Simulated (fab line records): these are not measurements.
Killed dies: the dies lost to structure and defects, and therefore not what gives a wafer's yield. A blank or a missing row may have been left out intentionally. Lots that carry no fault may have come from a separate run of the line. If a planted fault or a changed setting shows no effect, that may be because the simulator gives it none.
A sampling plan put to the test | flow nand-harc | 26 faults told of in these records, all on one fab line, each judged by the records of the lots it struck
Plan = the line's own looks (route steps where a gauge or an inspection reads the wafer without altering it). Where struck wafers have a number at a look and the file lists that look's usual mean and standard deviation on fault-free wafers, the look can be judged. Caught: a look later than the fault's first step finds the struck wafers' mean 4 or more of those standard deviations (sigma) from the usual mean. On the tool: the test repeated on the tool's own readings taken at the fault's steps. A different recipe on the struck wafers counts as caught too, as does a record blank only for those wafers.

## THE FAULTS, as the simulator had put them in
1. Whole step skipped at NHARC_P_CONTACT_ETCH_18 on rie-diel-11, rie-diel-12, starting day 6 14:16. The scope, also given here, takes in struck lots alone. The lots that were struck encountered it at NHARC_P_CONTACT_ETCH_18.
2. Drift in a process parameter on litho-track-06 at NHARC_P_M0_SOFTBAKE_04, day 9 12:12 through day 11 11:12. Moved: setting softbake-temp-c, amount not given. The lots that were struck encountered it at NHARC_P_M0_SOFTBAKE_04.
3. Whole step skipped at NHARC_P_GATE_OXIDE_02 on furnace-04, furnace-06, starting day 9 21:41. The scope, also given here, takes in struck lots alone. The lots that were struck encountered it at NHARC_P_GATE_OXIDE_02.
4. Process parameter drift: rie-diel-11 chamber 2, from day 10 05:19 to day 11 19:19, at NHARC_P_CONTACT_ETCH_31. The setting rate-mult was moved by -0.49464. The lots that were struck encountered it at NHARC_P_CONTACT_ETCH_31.
5. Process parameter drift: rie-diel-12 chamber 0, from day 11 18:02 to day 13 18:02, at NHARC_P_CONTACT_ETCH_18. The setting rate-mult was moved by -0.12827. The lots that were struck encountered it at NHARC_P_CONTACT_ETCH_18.
6. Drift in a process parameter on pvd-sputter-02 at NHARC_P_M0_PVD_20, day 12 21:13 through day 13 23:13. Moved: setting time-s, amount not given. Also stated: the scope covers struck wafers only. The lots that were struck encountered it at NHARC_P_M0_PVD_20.
7. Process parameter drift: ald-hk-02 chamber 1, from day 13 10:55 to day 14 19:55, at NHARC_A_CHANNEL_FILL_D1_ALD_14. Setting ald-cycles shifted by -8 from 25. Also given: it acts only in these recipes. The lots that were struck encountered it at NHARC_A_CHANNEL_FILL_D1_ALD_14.
8. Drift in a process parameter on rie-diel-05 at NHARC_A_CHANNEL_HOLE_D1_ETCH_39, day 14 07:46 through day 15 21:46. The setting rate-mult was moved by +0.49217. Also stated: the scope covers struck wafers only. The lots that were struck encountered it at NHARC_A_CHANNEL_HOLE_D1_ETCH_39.
9. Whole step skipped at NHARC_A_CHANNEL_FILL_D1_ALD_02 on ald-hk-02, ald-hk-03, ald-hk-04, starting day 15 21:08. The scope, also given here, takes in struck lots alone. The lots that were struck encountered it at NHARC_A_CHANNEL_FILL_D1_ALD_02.
10. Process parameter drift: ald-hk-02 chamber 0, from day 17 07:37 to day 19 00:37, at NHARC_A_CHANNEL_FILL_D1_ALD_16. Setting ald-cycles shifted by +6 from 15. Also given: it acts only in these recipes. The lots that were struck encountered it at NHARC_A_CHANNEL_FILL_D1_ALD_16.
11. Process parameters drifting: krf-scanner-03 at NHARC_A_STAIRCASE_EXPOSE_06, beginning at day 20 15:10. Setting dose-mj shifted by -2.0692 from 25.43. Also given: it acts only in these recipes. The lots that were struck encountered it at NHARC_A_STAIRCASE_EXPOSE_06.
12. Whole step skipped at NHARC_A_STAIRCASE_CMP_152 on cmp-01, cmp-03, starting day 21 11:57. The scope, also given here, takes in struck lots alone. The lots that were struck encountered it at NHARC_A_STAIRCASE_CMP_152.
13. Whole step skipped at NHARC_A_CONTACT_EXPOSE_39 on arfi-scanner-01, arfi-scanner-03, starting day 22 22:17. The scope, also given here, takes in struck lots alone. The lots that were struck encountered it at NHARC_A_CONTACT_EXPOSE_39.
14. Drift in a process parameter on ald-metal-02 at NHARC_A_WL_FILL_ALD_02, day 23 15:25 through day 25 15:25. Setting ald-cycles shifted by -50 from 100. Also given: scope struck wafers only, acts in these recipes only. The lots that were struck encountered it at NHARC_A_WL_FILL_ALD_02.
15. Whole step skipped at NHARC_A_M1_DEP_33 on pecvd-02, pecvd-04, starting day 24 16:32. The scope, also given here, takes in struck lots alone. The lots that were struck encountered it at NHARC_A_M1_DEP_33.
16. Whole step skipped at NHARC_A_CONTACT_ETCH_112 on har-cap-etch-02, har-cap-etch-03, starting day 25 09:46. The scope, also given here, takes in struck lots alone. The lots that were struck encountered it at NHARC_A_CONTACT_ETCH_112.
17. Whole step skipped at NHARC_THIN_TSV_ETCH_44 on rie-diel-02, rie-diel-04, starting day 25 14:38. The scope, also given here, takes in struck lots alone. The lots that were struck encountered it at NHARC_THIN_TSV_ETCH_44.
18. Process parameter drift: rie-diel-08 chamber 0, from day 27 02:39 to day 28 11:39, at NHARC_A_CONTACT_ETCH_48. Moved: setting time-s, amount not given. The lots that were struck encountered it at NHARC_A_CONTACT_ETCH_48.
19. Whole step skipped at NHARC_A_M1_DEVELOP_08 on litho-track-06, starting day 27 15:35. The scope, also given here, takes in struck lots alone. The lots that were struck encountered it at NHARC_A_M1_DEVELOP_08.
20. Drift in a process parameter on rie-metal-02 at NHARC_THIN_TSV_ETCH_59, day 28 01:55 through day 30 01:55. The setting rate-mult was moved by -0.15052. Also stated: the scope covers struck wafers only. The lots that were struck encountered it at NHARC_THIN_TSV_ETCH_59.
21. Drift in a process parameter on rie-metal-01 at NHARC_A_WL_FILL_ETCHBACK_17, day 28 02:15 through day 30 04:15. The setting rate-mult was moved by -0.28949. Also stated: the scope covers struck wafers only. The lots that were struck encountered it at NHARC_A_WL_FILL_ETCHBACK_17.
22. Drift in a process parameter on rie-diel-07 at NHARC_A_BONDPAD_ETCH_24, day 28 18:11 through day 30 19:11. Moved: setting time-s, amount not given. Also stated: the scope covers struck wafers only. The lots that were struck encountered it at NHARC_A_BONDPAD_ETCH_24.
23. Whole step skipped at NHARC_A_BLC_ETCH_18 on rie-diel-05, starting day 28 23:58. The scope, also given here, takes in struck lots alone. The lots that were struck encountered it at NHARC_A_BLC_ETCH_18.
24. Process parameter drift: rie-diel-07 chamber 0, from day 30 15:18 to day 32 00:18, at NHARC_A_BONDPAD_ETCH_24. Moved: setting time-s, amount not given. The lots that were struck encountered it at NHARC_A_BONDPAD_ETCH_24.
25. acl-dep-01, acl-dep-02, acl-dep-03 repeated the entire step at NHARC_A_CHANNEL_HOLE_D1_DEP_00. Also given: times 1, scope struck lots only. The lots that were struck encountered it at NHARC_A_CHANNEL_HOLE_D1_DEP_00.
26. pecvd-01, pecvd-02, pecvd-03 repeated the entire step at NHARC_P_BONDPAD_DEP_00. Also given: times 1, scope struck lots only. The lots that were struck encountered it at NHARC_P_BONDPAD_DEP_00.

## WHAT THE PLAN SAW
fault | on the tool itself                               | first look that catches it                   | reading, sigma | median hours from its first step to that look | hours from the fault's start to the first struck lot there | judged looks passed uncaught
1     | the tool's record is blank for the struck wafers | not the one look that can be judged after it | -              | -                                             | -                                                          | 1
2     | heater-power-total-W -99 or beyond sigma         | not the one look that can be judged after it | -              | -                                             | -                                                          | 1
3     | the tool's record is blank for the struck wafers | no look after it can be judged               | -              | -                                             | -                                                          | 0
4     | oes-product-au -24 sigma                         | not the one look that can be judged after it | -              | -                                             | -                                                          | 1
5     | only faintly: oes-product-au -3.2 sigma          | no look after it can be judged               | -              | -                                             | -                                                          | 0
6     | under 2 sigma                                    | no look after it can be judged               | -              | -                                             | -                                                          | 0
7     | under 2 sigma                                    | no look after it can be judged               | -              | -                                             | -                                                          | 0
8     | oes-product-au +42 sigma                         | no look after it can be judged               | -              | -                                             | -                                                          | 0
9     | the tool's record is blank for the struck wafers | no look after it can be judged               | -              | -                                             | -                                                          | 0
10    | under 2 sigma                                    | no look after it can be judged               | -              | -                                             | -                                                          | 0
11    | exposure-dose-mJ-cm2 -74 sigma                   | not the one look that can be judged after it | -              | -                                             | -                                                          | 1
12    | the tool's record is blank for the struck wafers | no look after it can be judged               | -              | -                                             | -                                                          | 0
13    | no reading that can be judged                    | no look after it can be judged               | -              | -                                             | -                                                          | 0
14    | under 2 sigma                                    | no look after it can be judged               | -              | -                                             | -                                                          | 0
15    | the tool's record is blank for the struck wafers | not the one look that can be judged after it | -              | -                                             | -                                                          | 1
16    | the tool's record is blank for the struck wafers | no look after it can be judged               | -              | -                                             | -                                                          | 0
17    | the tool's record is blank for the struck wafers | no look after it can be judged               | -              | -                                             | -                                                          | 0
18    | run-length-s -56 sigma                           | no look after it can be judged               | -              | -                                             | -                                                          | 0
19    | the tool's record is blank for the struck wafers | no look after it can be judged               | -              | -                                             | -                                                          | 0
20    | oes-product-au -12 sigma                         | no look after it can be judged               | -              | -                                             | -                                                          | 0
21    | oes-product-au -25 sigma                         | not the one look that can be judged after it | -              | -                                             | -                                                          | 1
22    | run-length-s -47 sigma                           | no look after it can be judged               | -              | -                                             | -                                                          | 0
23    | the tool's record is blank for the struck wafers | no look after it can be judged               | -              | -                                             | -                                                          | 0
24    | run-length-s -43 sigma                           | not the one look that can be judged after it | -              | -                                             | -                                                          | 1
25    | under 2 sigma                                    | no look after it can be judged               | -              | -                                             | -                                                          | 0
26    | under 2 sigma                                    | no look after it can be judged               | -              | -                                             | -                                                          | 0
A dash: the fault is not caught, or the number is missing from these records.

Caught at a look: 0 of 26. Caught on the tool: 18 of 26. By one or the other: 18 of 26.
Faults caught by the tool alone: 1, 2, 3, 4, 8, 9, 11, 12, 15, 16, 17, 18, 19, 20, 21, 22, 23, 24.
Caught by neither: faults 5, 6, 7, 10, 13, 14, 25, 26.
